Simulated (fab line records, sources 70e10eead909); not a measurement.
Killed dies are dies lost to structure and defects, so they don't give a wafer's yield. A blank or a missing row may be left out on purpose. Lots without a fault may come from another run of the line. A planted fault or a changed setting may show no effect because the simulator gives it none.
Chamber matching | flow nand_harc | NHARC_P_M2_PRE_CLEAN_32 on pecvd-04: 3 sister chambers
The step time 12 s. 24 wafers are shown with their chamber, then 12 later ones without.

WAFERS WITH THEIR CHAMBER
wafer  | chamber | heater_power_w (W)
L074.1 | 0       | 674
L074.2 | 1       | 606
L074.5 | 1       | 610
L075.2 | 0       | 670
L075.3 | 2       | 530
L075.5 | 2       | 526
L080.2 | 2       | 562
L080.4 | 2       | 578
L080.6 | 1       | 699
L081.1 | 0       | 689
L081.2 | 2       | 606
L081.4 | 0       | 671
L083.1 | 2       | 603
L083.3 | 0       | 620
L083.5 | 2       | 615
L084.1 | 2       | 615
L084.2 | 0       | 647
L084.6 | 2       | 628
L082.1 | 1       | 609
L082.3 | 0       | 613
L082.5 | 2       | 572
L088.2 | 0       | 676
L088.3 | 2       | 503
L088.6 | 1       | 730

SIGNATURES (means of the wafers above)
reading        | chamber 0 | chamber 1 | chamber 2 | scatter within a chamber
heater_power_w | 657.50    | 650.80    | 576.18    | 42
Rule: a wafer's distance from a chamber is the root of the sum, over the readings, of the square of ((its reading less the chamber's mean) divided by the reading's scatter). The wafer belongs to the nearest chamber; if the next one is less than 2 further off, it can't be placed. The scatter: the root of (the sum of the squares of (reading less its chamber's mean) over the shown wafers, divided by (wafers less chambers)).

WAFERS WITHOUT THEIR CHAMBER
wafer  | heater_power_w (W)
L090.1 | 737
L090.3 | 674
L090.6 | 668
L092.1 | 533
L092.3 | 675
L092.4 | 753
L095.1 | 560
L095.3 | 674
L095.6 | 539
L096.2 | 512
L096.4 | 669
L096.5 | 496

WHICH CHAMBER EACH WENT THROUGH
wafer  | from the rows above          | in truth
L090.1 | can't be placed: 0 or 1 or 2 | 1
L090.3 | can't be placed: 0 or 1 or 2 | 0
L090.6 | can't be placed: 0 or 1 or 2 | 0
L092.1 | can't be placed: 2 or 1 or 0 | 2
L092.3 | can't be placed: 0 or 1 or 2 | 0
L092.4 | can't be placed: 0 or 1 or 2 | 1
L095.1 | can't be placed: 2 or 1 or 0 | 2
L095.3 | can't be placed: 0 or 1 or 2 | 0
L095.6 | can't be placed: 2 or 1 or 0 | 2
L096.2 | can't be placed: 2 or 1 or 0 | 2
L096.4 | can't be placed: 0 or 1 or 2 | 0
L096.5 | can't be placed: 2 or 1 or 0 | 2
Placed correctly: 0 of 12. Can't be placed from these rows: 12 (the true chamber is among the candidates in 12). Placed wrongly: 0.
